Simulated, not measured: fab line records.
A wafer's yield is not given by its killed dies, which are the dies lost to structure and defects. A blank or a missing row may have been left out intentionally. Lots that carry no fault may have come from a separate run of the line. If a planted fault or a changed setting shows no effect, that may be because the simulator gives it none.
Chamber matching / flow n5Finfet / rieDiel-02 running N5_SD_EPI_P_ETCHBACK_46: 4 sister chambers
The step etches SiNx in CH3F/O2, stops on SiO2, target depth 17.5 nm. 18 wafers are shown with their chamber, then 9 later ones without.

== WAFERS WITH THEIR CHAMBER ==
wafer=L074.4; chamber=3; showerheadPlenumPTorr (Torr)=2.07; throttleValvePct (%)=16.31; drypumpMotorCurrentA (A)=5.6
wafer=L074.5; chamber=1; showerheadPlenumPTorr (Torr)=1.98; throttleValvePct (%)=16.63; drypumpMotorCurrentA (A)=6.1
wafer=L074.6; chamber=0; showerheadPlenumPTorr (Torr)=1.99; throttleValvePct (%)=16.39; drypumpMotorCurrentA (A)=6.0
wafer=L075.1; chamber=0; showerheadPlenumPTorr (Torr)=1.99; throttleValvePct (%)=16.40; drypumpMotorCurrentA (A)=5.9
wafer=L075.3; chamber=3; showerheadPlenumPTorr (Torr)=2.07; throttleValvePct (%)=16.33; drypumpMotorCurrentA (A)=5.6
wafer=L075.6; chamber=1; showerheadPlenumPTorr (Torr)=1.98; throttleValvePct (%)=16.63; drypumpMotorCurrentA (A)=6.1
wafer=L076.1; chamber=1; showerheadPlenumPTorr (Torr)=1.98; throttleValvePct (%)=16.63; drypumpMotorCurrentA (A)=6.0
wafer=L076.3; chamber=0; showerheadPlenumPTorr (Torr)=1.99; throttleValvePct (%)=16.41; drypumpMotorCurrentA (A)=5.9
wafer=L076.5; chamber=1; showerheadPlenumPTorr (Torr)=1.98; throttleValvePct (%)=16.64; drypumpMotorCurrentA (A)=6.0
wafer=L078.1; chamber=3; showerheadPlenumPTorr (Torr)=2.07; throttleValvePct (%)=16.33; drypumpMotorCurrentA (A)=5.6
wafer=L078.3; chamber=0; showerheadPlenumPTorr (Torr)=1.99; throttleValvePct (%)=16.41; drypumpMotorCurrentA (A)=5.9
wafer=L078.5; chamber=2; showerheadPlenumPTorr (Torr)=1.97; throttleValvePct (%)=16.62; drypumpMotorCurrentA (A)=6.0
wafer=L083.3; chamber=1; showerheadPlenumPTorr (Torr)=1.97; throttleValvePct (%)=16.67; drypumpMotorCurrentA (A)=6.0
wafer=L083.4; chamber=0; showerheadPlenumPTorr (Torr)=1.99; throttleValvePct (%)=16.42; drypumpMotorCurrentA (A)=5.9
wafer=L083.5; chamber=1; showerheadPlenumPTorr (Torr)=1.97; throttleValvePct (%)=16.65; drypumpMotorCurrentA (A)=6.0
wafer=L085.2; chamber=3; showerheadPlenumPTorr (Torr)=2.06; throttleValvePct (%)=16.36; drypumpMotorCurrentA (A)=5.6
wafer=L085.4; chamber=1; showerheadPlenumPTorr (Torr)=1.97; throttleValvePct (%)=16.67; drypumpMotorCurrentA (A)=6.0
wafer=L085.5; chamber=0; showerheadPlenumPTorr (Torr)=1.99; throttleValvePct (%)=16.43; drypumpMotorCurrentA (A)=5.9

SIGNATURES (means of the wafers above)
reading=showerheadPlenumPTorr; chamber 0=1.9900; chamber 1=1.9757; chamber 2=1.9700; chamber 3=2.0675; scatter within a chamber=0.0042
reading=throttleValvePct; chamber 0=16.4100; chamber 1=16.6457; chamber 2=16.6200; chamber 3=16.3325; scatter within a chamber=0.0174
reading=drypumpMotorCurrentA; chamber 0=5.917; chamber 1=6.029; chamber 2=6.000; chamber 3=5.600; scatter within a chamber=0.0402
Rule: for a wafer and a chamber, the distance is found by dividing, reading by reading, the gap between the wafer's reading and the chamber's mean by the reading's scatter, squaring, summing and taking the root. The wafer belongs to the nearest chamber; if the next one is less than 2 further off, it can't be placed. The scatter: take each reading less its chamber's mean, square it, sum over the shown wafers, divide by the number of wafers less the number of chambers, and take the root.

== WAFERS WITHOUT THEIR CHAMBER ==
wafer=L087.1; showerheadPlenumPTorr (Torr)=2.06; throttleValvePct (%)=16.35; drypumpMotorCurrentA (A)=5.6
wafer=L087.2; showerheadPlenumPTorr (Torr)=1.97; throttleValvePct (%)=16.69; drypumpMotorCurrentA (A)=6.1
wafer=L087.3; showerheadPlenumPTorr (Torr)=1.99; throttleValvePct (%)=16.44; drypumpMotorCurrentA (A)=5.9
wafer=L089.1; showerheadPlenumPTorr (Torr)=2.06; throttleValvePct (%)=16.36; drypumpMotorCurrentA (A)=5.6
wafer=L089.3; showerheadPlenumPTorr (Torr)=1.96; throttleValvePct (%)=16.17; drypumpMotorCurrentA (A)=6.0
wafer=L089.6; showerheadPlenumPTorr (Torr)=2.06; throttleValvePct (%)=16.37; drypumpMotorCurrentA (A)=5.6
wafer=L092.1; showerheadPlenumPTorr (Torr)=1.96; throttleValvePct (%)=16.20; drypumpMotorCurrentA (A)=6.0
wafer=L092.2; showerheadPlenumPTorr (Torr)=2.06; throttleValvePct (%)=16.38; drypumpMotorCurrentA (A)=5.6
wafer=L092.3; showerheadPlenumPTorr (Torr)=1.98; throttleValvePct (%)=16.47; drypumpMotorCurrentA (A)=5.9

== CHAMBER TAKEN BY EACH ==
wafer=L087.1; from the rows above=3; in truth=3
wafer=L087.2; from the rows above=can't be placed: 1 or 2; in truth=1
wafer=L087.3; from the rows above=0; in truth=0
wafer=L089.1; from the rows above=3; in truth=3
wafer=L089.3; from the rows above=0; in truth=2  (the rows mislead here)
wafer=L089.6; from the rows above=3; in truth=3
wafer=L092.1; from the rows above=0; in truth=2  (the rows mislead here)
wafer=L092.2; from the rows above=3; in truth=3
wafer=L092.3; from the rows above=0; in truth=0
Placed correctly: 6 of 9. Can't be placed from these rows: 1 (the true chamber is among the candidates in 1). Number placed wrongly: 2.
